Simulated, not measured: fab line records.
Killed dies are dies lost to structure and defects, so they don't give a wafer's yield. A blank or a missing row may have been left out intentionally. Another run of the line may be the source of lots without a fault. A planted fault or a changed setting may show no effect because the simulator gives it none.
fab line records	flow nand_harc	part 1 of 2: steps 1 to 22 of 33
record: lots: 5	wafers: 15	last_day: 24
route steps=1159 shown P_BONDPAD@355 A_START@389
lots that met no fault: from a run of the same line without faults
start_h: start of the lot's first displayed wafer, in hours after the record's first day	wait_h: how many hours have passed since the lot's step before this one	" as in the row above	L1.1+2: a row that stands for several wafers	- no value present, or no start provided	* or withheld: withheld	< > ~ a bound
route shown NAME@n: a module of which the file shows steps, and the number in the route of the first	usual: the fault-free wafers' mean and standard deviation	same: alike in all rows	chamber/n: place in a boat	sites: the reading at each site	_std_site: the values' standard deviation	_edge_site: outer sites' mean less inner sites'	radius_mm: for every site, how far away it sits from the centre of the wafer	mask NAME#n: copy n	behind: the most recent tool/chamber to have shaped the wafer	hold: reason for holding the lot/hours on hold/outcome of the hold	device: transistor that didn't switch, given as n, p or np	end of line: at the end of the route, the tests of the same wafers	a step given without rows: its recipe and nothing more	killed: at the first sort, the dies lost to defects and structure; wafer yield is something else	map: a wafer's dies, marking killed ones x, the rest . and places with no die _
set.NAME: the setting that was run; set.NAME@STEP: the one run at that earlier step	model.NAME: the simulator's own value behind a step, which no gauge read
lots at selected steps of the route; one table per step, one row per wafer
services: a tool's chamber out of use, with start hour (start_h, from the record's first day; less than 0 if before it), hours out, and reason
== steps ==
step: NHARC_P_BONDPAD_DEHYDRATE_01
recipe: temp_c: 150	time_s: 120
usual: exhaust_pa: 45.2/0.87
lot.wafer	tool	chamber	start_h	wait_h	exhaust_pa
L074.4	litho_track-03	0	139.19	0.1	45.2
L074.5	"	0	"	"	43.1
L074.6	"	0	"	"	45.7
L075.1	litho_track-05	0	139.60	0.1	44.7
L075.5	"	0	"	"	45.3
L075.6	"	0	"	"	45.1
L082.3	litho_track-07	0	184.80	0.1	46.3
L082.4	"	0	"	"	46.1
L082.6	"	0	"	"	46.0
L089.2	litho_track-03	0	224.91	0.1	45.3
L089.4	"	0	"	"	45.3
L089.5	"	0	"	"	47.0
L096.3	litho_track-05	0	254.83	0.1	44.5
L096.4	"	0	"	"	44.3
L096.5	"	0	"	"	44.0
step: NHARC_P_BONDPAD_HMDS_02
recipe: time_s: 30
usual: exhaust_pa: 45.1/0.88
lot.wafer	tool	chamber	start_h	wait_h	exhaust_pa
L074.4	litho_track-03	0	-	-	45.0
L074.5	"	0	"	"	47.3
L074.6	"	0	"	"	45.7
L075.1	litho_track-05	0	-	-	44.2
L075.5	"	0	"	"	43.7
L075.6	"	0	"	"	43.7
L082.3	litho_track-07	0	-	-	45.4
L082.4	"	0	"	"	45.1
L082.6	"	0	"	"	44.9
L089.2	litho_track-03	0	-	-	45.7
L089.4	"	0	"	"	44.5
L089.5	"	0	"	"	45.2
L096.3	litho_track-05	0	-	-	44.0
L096.4	"	0	"	"	44.4
L096.5	"	0	"	"	44.2
step: NHARC_P_BONDPAD_COAT_36
recipe: temp_c: 200	time_s: 65
usual: exhaust_pa: 45.0/0.89
lot.wafer	tool	chamber	start_h	wait_h	exhaust_pa
L074.4	litho_track-03	0	-	-	45.4
L074.5	"	0	"	"	44.7
L074.6	"	0	"	"	44.9
L075.1	litho_track-05	0	-	-	44.7
L075.5	"	0	"	"	44.4
L075.6	"	0	"	"	45.3
L082.3	litho_track-07	0	-	-	44.1
L082.4	"	0	"	"	43.8
L082.6	"	0	"	"	44.5
L089.2	litho_track-03	0	-	-	45.4
L089.4	"	0	"	"	44.5
L089.5	"	0	"	"	44.9
L096.3	litho_track-05	0	-	-	45.0
L096.4	"	0	"	"	45.0
L096.5	"	0	"	"	43.8
step: NHARC_P_BONDPAD_COAT_03
recipe: spin_rpm: 2000	resist_thk_nm: 600
usual: exhaust_pa: 45.1/0.94
lot.wafer	tool	chamber	start_h	wait_h	exhaust_pa
L074.4	litho_track-03	0	-	-	47.4
L074.5	"	0	"	"	45.0
L074.6	"	0	"	"	44.6
L075.1	litho_track-05	0	-	-	43.8
L075.5	"	0	"	"	44.5
L075.6	"	0	"	"	45.4
L082.3	litho_track-07	0	-	-	45.8
L082.4	"	0	"	"	46.3
L082.6	"	0	"	"	44.9
L089.2	litho_track-03	0	-	-	46.0
L089.4	"	0	"	"	45.5
L089.5	"	0	"	"	43.7
L096.3	litho_track-05	0	-	-	44.2
L096.4	"	0	"	"	44.4
L096.5	"	0	"	"	44.9
step: NHARC_P_BONDPAD_SOFTBAKE_04
recipe: temp_c: 125	time_s: 70
usual: exhaust_pa: 44.9/0.97
lot.wafer	tool	chamber	start_h	wait_h	exhaust_pa
L074.4	litho_track-03	0	-	-	44.4
L074.5	"	0	"	"	44.3
L074.6	"	0	"	"	44.1
L075.1	litho_track-05	0	-	-	44.0
L075.5	"	0	"	"	45.0
L075.6	"	0	"	"	46.1
L082.3	litho_track-07	0	-	-	45.4
L082.4	"	0	"	"	45.2
L082.6	"	0	"	"	46.6
L089.2	litho_track-03	0	-	-	43.9
L089.4	"	0	"	"	43.8
L089.5	"	0	"	"	43.7
L096.3	litho_track-05	0	-	-	46.0
L096.4	"	0	"	"	45.5
L096.5	"	0	"	"	45.8
step: NHARC_P_BONDPAD_EBR_05
usual: exhaust_pa: 45.0/0.87
lot.wafer	tool	chamber	start_h	wait_h	exhaust_pa
L074.4	litho_track-03	0	-	-	46.4
L074.5	"	0	"	"	46.2
L074.6	"	0	"	"	44.9
L075.1	litho_track-05	0	-	-	44.9
L075.5	"	0	"	"	44.4
L075.6	"	0	"	"	45.1
L082.3	litho_track-07	0	-	-	46.6
L082.4	"	0	"	"	47.2
L082.6	"	0	"	"	45.4
L089.2	litho_track-03	0	-	-	45.3
L089.4	"	0	"	"	46.0
L089.5	"	0	"	"	45.1
L096.3	litho_track-05	0	-	-	44.2
L096.4	"	0	"	"	45.8
L096.5	"	0	"	"	44.3
step: NHARC_P_BONDPAD_EXPOSE_06
recipe: na: 0.55	dose_mj: 37.06	mask_id: P_BPAD
usual: stage_vel_mm_s: 499.99/0.23
lot.wafer	tool	chamber	start_h	wait_h	mask	stage_vel_mm_s
L074.4	krf_scanner-02	0	139.37	-	P_BPAD#0	500.06
L074.5	"	0	"	"	P_BPAD#0	500.69
L074.6	"	0	"	"	P_BPAD#0	500.05
L075.1	krf_scanner-04	0	139.88	-	P_BPAD#0	500.13
L075.5	"	0	"	"	P_BPAD#0	500.18
L075.6	"	0	"	"	P_BPAD#0	500.11
L082.3	krf_scanner-02	0	184.97	-	P_BPAD#0	500.17
L082.4	"	0	"	"	P_BPAD#0	500.06
L082.6	"	0	"	"	P_BPAD#0	499.75
L089.2	krf_scanner-03	0	225.21	-	P_BPAD#0	499.77
L089.4	"	0	"	"	P_BPAD#0	499.92
L089.5	"	0	"	"	P_BPAD#0	499.72
L096.3	krf_scanner-04	0	255.00	-	P_BPAD#0	500.03
L096.4	"	0	"	"	P_BPAD#0	500.10
L096.5	"	0	"	"	P_BPAD#0	499.86
step: NHARC_P_BONDPAD_PEB_07
recipe: peb_temp_c: 128	peb_time_s: 80
usual: exhaust_pa: 44.7/0.84
lot.wafer	tool	chamber	start_h	wait_h	exhaust_pa
L074.4	litho_track-03	0	139.42	0.0	45.6
L074.5	"	0	"	"	43.9
L074.6	"	0	"	"	45.4
L075.1	litho_track-03	0	139.95	0.1	44.8
L075.5	"	0	"	"	44.1
L075.6	"	0	"	"	44.6
L082.3	litho_track-07	0	185.03	0.1	44.3
L082.4	"	0	"	"	45.7
L082.6	"	0	"	"	44.4
L089.2	litho_track-05	0	225.27	0.1	45.5
L089.4	"	0	"	"	45.1
L089.5	"	0	"	"	45.4
L096.3	litho_track-05	0	255.06	0.1	44.5
L096.4	"	0	"	"	43.9
L096.5	"	0	"	"	45.7
step: NHARC_P_BONDPAD_DEVELOP_08
recipe: time_s: 50	dev_temp_c: 22
usual: exhaust_pa: 45.0/0.87
lot.wafer	tool	chamber	start_h	wait_h	exhaust_pa
L074.4	litho_track-03	0	-	-	44.7
L074.5	"	0	"	"	45.2
L074.6	"	0	"	"	46.6
L075.1	litho_track-03	0	-	-	44.3
L075.5	"	0	"	"	45.2
L075.6	"	0	"	"	43.3
L082.3	litho_track-07	0	-	-	45.2
L082.4	"	0	"	"	44.7
L082.6	"	0	"	"	44.6
L089.2	litho_track-05	0	-	-	43.7
L089.4	"	0	"	"	45.4
L089.5	"	0	"	"	43.8
L096.3	litho_track-05	0	-	-	43.4
L096.4	"	0	"	"	45.3
L096.5	"	0	"	"	45.1
step: NHARC_P_BONDPAD_CD_MEAS_09
recipe: target_cd_nm: 500	landing_energy_ev: 500
usual: cd_nm: 498.4/2.6
lot.wafer	tool	chamber	start_h	wait_h	cd_nm
L074.4	cd_sem-02	0	139.51	-	497.1
L074.5	"	0	"	"	499.4
L074.6	"	0	"	"	500.6
L075.1	cd_sem-03	0	140.04	-	497.2
L075.5	"	0	"	"	498.2
L075.6	"	0	"	"	498.1
L082.3	cd_sem-02	0	185.12	-	497.1
L082.4	"	0	"	"	503.8
L082.6	"	0	"	"	503.5
L089.2	cd_sem-01	0	225.36	-	500.6
L089.4	"	0	"	"	494.8
L089.5	"	0	"	"	498.4
L096.3	cd_sem-01	0	255.15	-	496.8
L096.4	"	0	"	"	497.2
L096.5	"	0	"	"	499.2
step: NHARC_P_BONDPAD_OVL_MEAS_38
usual: overlay_x_nm: 1/5.7	overlay_y_nm: 1/5.6
lot.wafer	tool	chamber	start_h	wait_h	overlay_x_nm	overlay_y_nm
L074.4	overlay-01	-	139.59	-	-4	2
L074.5	"	-	"	"	-4	2
L074.6	"	-	"	"	-5	2
L075.1	overlay-02	-	140.12	-	-9	-4
L075.5	"	-	"	"	-9	-5
L075.6	"	-	"	"	-9	-4
L082.3	overlay-02	-	185.21	-	3	-5
L082.4	"	-	"	"	3	-5
L082.6	"	-	"	"	3	-5
L089.2	overlay-02	-	225.44	-	3	5
L089.4	"	-	"	"	2	5
L089.5	"	-	"	"	2	5
L096.3	overlay-02	-	255.23	-	-3	2
L096.4	"	-	"	"	-2	2
L096.5	"	-	"	"	-3	2
step: NHARC_P_BONDPAD_HARDBAKE_10
recipe: temp_c: 118	time_s: 65
usual: exhaust_pa: 44.9/0.83
lot.wafer	tool	chamber	start_h	wait_h	exhaust_pa
L074.4	litho_track-03	0	139.65	0.1	44.2
L074.5	"	0	"	"	45.0
L074.6	"	0	"	"	44.0
L075.1	litho_track-05	0	140.17	0.0	45.1
L075.5	"	0	"	"	45.0
L075.6	"	0	"	"	46.9
L082.3	litho_track-07	0	185.26	0.1	44.9
L082.4	"	0	"	"	44.5
L082.6	"	0	"	"	44.5
L089.2	litho_track-05	0	225.49	0.0	43.5
L089.4	"	0	"	"	44.8
L089.5	"	0	"	"	45.2
L096.3	litho_track-05	0	255.28	0.0	45.6
L096.4	"	0	"	"	46.2
L096.5	"	0	"	"	45.8
step: NHARC_P_BONDPAD_DESCUM_11
recipe: time_s: 3	o2_flow_sccm: 200	ar_flow_sccm: 0	bias_power_w: 0	chemistry: O2
usual: drypump_motor_current_A: 5.8/0.33	oes_product_au: 0.997/0.011	rf_vpp_V: 57.6/0.96	showerhead_plenum_p_Torr: 1.90/0.05	throttle_valve_pct: 11.311/0.0096
lot.wafer	tool	chamber	start_h	wait_h	drypump_motor_current_A	oes_product_au	rf_hours_counter_h	rf_vpp_V	showerhead_plenum_p_Torr	throttle_valve_pct
L074.4	rie_diel-03	2	139.72	-	5.9	0.997	8	58.4	1.95	11.301
L074.5	"	2	"	"	5.9	1.001	-	59.0	1.95	11.297
L074.6	"	3	"	"	6.1	1.003	-	58.1	1.93	11.308
L075.1	rie_diel-03	3	140.26	-	6.1	1.020	9	59.2	1.93	11.319
L075.5	"	2	"	"	5.9	1.001	-	55.9	1.95	11.316
L075.6	"	3	"	"	6.1	1.013	-	58.7	1.93	11.293
L082.4	rie_diel-08	0	185.34	-	6.1	0.981	23	58.5	1.81	11.297
L082.3	"	2	"	"	5.9	1.011	20	56.8	1.98	11.290
L082.6	"	0	"	"	6.1	0.982	-	55.6	1.81	11.321
L089.2	rie_diel-03	2	225.57	-	5.9	1.003	0	59.0	1.94	11.311
L089.4	"	3	"	"	6.1	1.003	0	57.5	1.93	11.318
L089.5	"	2	"	"	5.9	1.002	-	56.8	1.94	11.306
L096.4	rie_diel-03	3	255.36	-	6.1	1.017	2	57.6	1.93	11.312
L096.3	"	0	"	"	5.4	0.990	3	57.2	1.85	11.315
L096.5	"	3	"	"	6.1	1.010	-	58.7	1.92	11.317
step: NHARC_P_BONDPAD_ETCH_37
recipe: target_depth_a: 600	overetch_a: 180	time_s: 65.91	ion_energy_ev: 200	n2_flow_sccm: 150	h2_flow_sccm: 150	ar_flow_sccm: 0	rf_w: 400	bias_w: 150	chemistry: N2/H2
usual: drypump_motor_current_A: 5.8/0.34	oes_product_au: 0.997/0.012	rf_vpp_V: 430.0/1.6	showerhead_plenum_p_Torr: 2.02/0.054	throttle_valve_pct: 14.171/0.01
lot.wafer	tool	chamber	start_h	wait_h	drypump_motor_current_A	oes_product_au	rf_hours_counter_h	rf_vpp_V	showerhead_plenum_p_Torr	throttle_valve_pct
L074.4	rie_diel-03	1	139.82	0.1	6.0	1.002	9	428.2	1.97	14.159
L074.6	"	3	"	"	6.0	1.000	-	430.7	2.06	14.172
L074.5	"	0	"	"	5.4	0.963	-	429.9	1.98	14.174
L075.1	rie_diel-03	2	140.35	0.1	5.9	1.009	8	430.5	2.08	14.163
L075.6	"	1	"	"	6.0	1.012	-	429.5	1.97	14.182
L075.5	"	2	"	"	5.9	1.008	-	430.6	2.08	14.178
L082.4	rie_diel-08	2	185.43	0.1	5.9	1.004	20	432.8	2.12	14.181
L082.3	"	3	"	"	5.3	0.985	26	430.5	2.11	14.154
L082.6	"	2	"	"	5.9	1.004	-	432.8	2.12	14.183
L089.2	rie_diel-03	2	225.66	0.1	5.9	1.000	0	431.7	2.07	14.180
L089.4	"	0	"	"	5.4	0.986	0	428.6	1.98	14.170
L089.5	"	1	"	"	6.0	0.999	-	429.7	1.97	14.180
L096.3	rie_diel-03	0	255.44	0.1	5.4	0.998	3	428.0	1.98	14.155
L096.4	"	2	"	"	5.9	1.007	2	431.2	2.07	14.173
L096.5	"	0	"	"	5.4	0.995	-	430.4	1.98	14.168
step: NHARC_P_BONDPAD_ETCH_12
recipe: target_depth_a: 2000	time_s: 100	chf3_flow_sccm: 50	o2_flow_sccm: 10	ar_flow_sccm: 200	rf_w: 500	bias_w: 200	chemistry: CHF3/O2
usual: drypump_motor_current_A: 5.8/0.32	oes_product_au: 0.938/0.024	rf_vpp_V: 370.0/1.6	showerhead_plenum_p_Torr: 2.38/0.06	throttle_valve_pct: 20.573/0.0098
lot.wafer	tool	chamber	start_h	wait_h	drypump_motor_current_A	oes_product_au	rf_hours_counter_h	rf_vpp_V	showerhead_plenum_p_Torr	throttle_valve_pct
L074.4	rie_diel-03	3	-	-	6.0	0.925	9	372.2	2.42	20.568
L074.6	"	0	"	"	5.4	0.907	-	368.9	2.34	20.571
L074.5	"	1	"	"	6.0	0.928	-	368.6	2.33	20.581
L075.1	rie_diel-03	2	-	-	5.9	0.925	8	370.9	2.44	20.560
L075.5	"	2	"	"	5.9	0.928	-	372.0	2.44	20.574
L075.6	"	3	"	"	6.1	0.931	-	370.3	2.42	20.582
L082.3	rie_diel-08	3	-	-	5.3	0.914	26	370.8	2.48	20.562
L082.4	"	0	"	"	6.1	0.910	23	368.7	2.28	20.566
L082.6	"	2	"	"	5.9	0.929	-	373.8	2.49	20.592
L089.2	rie_diel-03	1	-	-	6.0	0.967	0	369.0	2.33	20.561
L089.4	"	2	"	"	5.9	0.956	0	373.1	2.44	20.568
L089.5	"	2	"	"	5.9	0.966	-	371.1	2.44	20.556
L096.3	rie_diel-03	1	-	-	6.0	0.929	2	369.2	2.33	20.569
L096.4	"	0	"	"	5.4	0.920	3	368.9	2.33	20.545
L096.5	"	1	"	"	6.0	0.925	-	369.1	2.33	20.565
step: NHARC_P_BONDPAD_CD_MEAS_13
usual: cd_nm: 497.9/2.8
lot.wafer	tool	chamber	start_h	wait_h	cd_nm
L074.4	cd_sem-01	-	140.04	-	497.4
L074.5	"	-	"	"	498.2
L074.6	"	-	"	"	499.0
L075.1	cd_sem-02	-	140.57	-	497.0
L075.5	"	-	"	"	498.7
L075.6	"	-	"	"	498.8
L082.3	cd_sem-02	-	185.66	-	497.4
L082.4	"	-	"	"	503.9
L082.6	"	-	"	"	504.4
L089.2	cd_sem-03	-	225.88	-	501.1
L089.4	"	-	"	"	494.2
L089.5	"	-	"	"	498.4
L096.3	cd_sem-01	-	255.67	-	496.5
L096.4	"	-	"	"	497.4
L096.5	"	-	"	"	498.8
step: NHARC_P_BONDPAD_STRIP_15
recipe: o2_flow_sccm: 500	ar_flow_sccm: 0	bias_w: 0	chemistry: O2
usual: drypump_motor_current_A: 5.8/0.34	oes_product_au: 0.998/0.013	rf_vpp_V: 57.7/0.76	showerhead_plenum_p_Torr: 3.50/0.086	throttle_valve_pct: 17.037/0.0094
lot.wafer	tool	chamber	start_h	wait_h	drypump_motor_current_A	oes_product_au	rf_hours_counter_h	rf_vpp_V	showerhead_plenum_p_Torr	throttle_valve_pct
L074.4	rie_diel-03	1	140.12	0.1	6.0	1.006	9	56.5	3.43	17.026
L074.5	"	0	"	"	5.4	0.973	-	57.7	3.43	17.048
L074.6	"	1	"	"	6.0	0.999	-	58.3	3.43	17.020
L075.1	rie_diel-03	2	140.69	0.1	5.9	1.008	8	58.7	3.59	17.056
L075.5	"	3	"	"	6.1	1.003	-	57.5	3.55	17.046
L075.6	"	0	"	"	5.4	0.980	-	58.8	3.43	17.046
L082.4	rie_diel-08	2	185.73	0.1	5.9	1.006	20	58.5	3.65	17.035
L082.3	"	1	"	"	5.1	1.011	21	58.5	3.46	17.039
L082.6	"	2	"	"	5.9	1.000	-	57.7	3.65	17.025
L089.4	rie_diel-03	0	225.97	0.1	5.4	1.002	0	56.7	3.43	17.041
L089.2	"	2	"	"	5.9	1.003	0	58.5	3.58	17.049
L089.5	"	3	"	"	6.1	1.015	-	58.7	3.55	17.034
L096.4	rie_diel-03	2	255.74	0.1	5.9	1.009	2	56.9	3.58	17.013
L096.3	"	3	"	"	6.1	1.013	3	58.1	3.55	17.035
L096.5	"	2	"	"	5.9	1.009	-	57.3	3.58	17.039
step: NHARC_P_BONDPAD_ETCH_24
recipe: target_depth_a: 300	over_etch_frac: 0.3	time_s: 72.99	ion_energy_ev: 150	cf4_flow_sccm: 50	n2_flow_sccm: 100	ar_flow_sccm: 150	rf_w: 300	bias_w: 100	chemistry: CF4/N2
usual: drypump_motor_current_A: 5.8/0.32	oes_product_au: 0.998/0.012	rf_vpp_V: 313.9/1.4	showerhead_plenum_p_Torr: 2.60/0.065	throttle_valve_pct: 19.794/0.0088
lot.wafer	tool	chamber	start_h	wait_h	drypump_motor_current_A	oes_product_au	rf_hours_counter_h	rf_vpp_V	showerhead_plenum_p_Torr	throttle_valve_pct
L074.4	rie_diel-03	2	-	-	5.9	0.991	8	315.0	2.67	19.802
L074.5	"	2	"	"	5.9	0.993	-	314.9	2.67	19.797
L074.6	"	3	"	"	6.1	1.007	-	315.2	2.64	19.796
L075.1	rie_diel-03	3	-	-	6.1	1.019	9	316.1	2.64	19.786
L075.5	"	2	"	"	5.9	1.009	-	313.8	2.67	19.782
L075.6	"	3	"	"	6.0	1.010	-	314.5	2.64	19.805
L082.4	rie_diel-08	2	-	-	5.9	1.010	20	314.2	2.72	19.783
L082.3	"	3	"	"	5.3	0.990	26	316.6	2.71	19.788
L082.6	"	2	"	"	5.9	1.009	-	315.3	2.72	19.819
L089.2	rie_diel-03	0	-	-	5.4	0.996	0	313.0	2.55	19.775
L089.4	"	2	"	"	5.9	1.016	0	315.0	2.67	19.793
L089.5	"	0	"	"	5.4	0.997	-	312.9	2.55	19.796
L096.3	rie_diel-03	0	-	-	5.4	1.000	3	313.2	2.55	19.794
L096.4	"	2	"	"	5.9	1.007	2	314.9	2.67	19.792
L096.5	"	0	"	"	5.4	0.998	-	314.2	2.55	19.794
step: NHARC_P_BONDPAD_STRIP_16
recipe: time_s: 600	temp_c: 30	chemistry: post_etch_residue_remover
usual: temp_c: 30.00/0.1
lot.wafer	tool	chamber	start_h	wait_h	temp_c
L074.6	wet_bench-10	2	140.43	-	30.12
L074.4	"	5	"	"	30.11
L074.5	"	7	"	"	30.08
L075.1	wet_bench-10	0	140.93	-	29.97
L075.6	"	1	"	"	30.07
L075.5	"	3	"	"	29.84
L082.3	wet_bench-08	2	186.01	-	30.16
L082.6	"	3	"	"	30.17
L082.4	"	4	"	"	30.00
L089.4	wet_bench-10	2	226.25	-	29.70
L089.5	"	4	"	"	29.97
L089.2	"	5	"	"	30.11
L096.4	wet_bench-10	5	256.02	-	29.93
L096.5	"	6	"	"	29.98
L096.3	"	1	"	"	30.00
step: NHARC_P_BONDPAD_DEGAS_25
recipe: temp_c: 300	time_s: 60
usual: heater_power_w: 462/47
lot.wafer	tool	chamber	start_h	wait_h	heater_power_w
L074.4	pvd_sputter-03	-	140.72	-	396
L074.6	"	-	"	"	420
L074.5	"	-	"	"	483
L075.1	pvd_sputter-02	-	141.21	-	477
L075.6	"	-	"	"	495
L075.5	"	-	"	"	406
L082.3	pvd_sputter-03	-	186.29	-	418
L082.4	"	-	"	"	504
L082.6	"	-	"	"	406
L089.2	pvd_sputter-03	-	226.53	-	417
L089.4	"	-	"	"	406
L089.5	"	-	"	"	415
L096.3	pvd_sputter-01	-	256.28	-	536
L096.4	"	-	"	"	498
L096.5	"	-	"	"	502
step: NHARC_P_BONDPAD_PRE_CLEAN_26
recipe: time_s: 30	temp_c: 280	gas: H2/He
usual: heater_power_w: 406/39
lot.wafer	tool	chamber	start_h	wait_h	heater_power_w
L074.4	pvd_sputter-03	-	-	-	365
L074.5	"	-	"	"	359
L074.6	"	-	"	"	361
L075.1	pvd_sputter-02	-	-	-	362
L075.5	"	-	"	"	436
L075.6	"	-	"	"	350
L082.4	pvd_sputter-03	-	-	-	355
L082.3	"	-	"	"	365
L082.6	"	-	"	"	437
L089.4	pvd_sputter-03	-	-	-	348
L089.2	"	-	"	"	430
L089.5	"	-	"	"	351
L096.4	pvd_sputter-01	-	-	-	454
L096.3	"	-	"	"	442
L096.5	"	-	"	"	460
step: NHARC_P_BONDPAD_PVD_17
recipe: target_thk_a: 50	bias_v: 168.6	power_w: 15000	chamber_pressure_pa: 0.12	time_s: 8.06	substrate_temp_c: 50	material: TaN
usual: throttle_valve_pct: 29.9/1.1
lot.wafer	tool	chamber	start_h	wait_h	throttle_valve_pct
L074.4	pvd_sputter-03	-	-	-	29.2
L074.5	"	-	"	"	30.9
L074.6	"	-	"	"	29.9
L075.1	pvd_sputter-02	-	-	-	30.8
L075.6	"	-	"	"	29.1
L075.5	"	-	"	"	28.6
L082.3	pvd_sputter-03	-	-	-	29.1
L082.4	"	-	"	"	29.3
L082.6	"	-	"	"	31.1
L089.2	pvd_sputter-03	-	-	-	31.1
L089.4	"	-	"	"	29.9
L089.5	"	-	"	"	30.9
L096.4	pvd_sputter-01	-	-	-	28.6
L096.3	"	-	"	"	30.2
L096.5	"	-	"	"	31.4
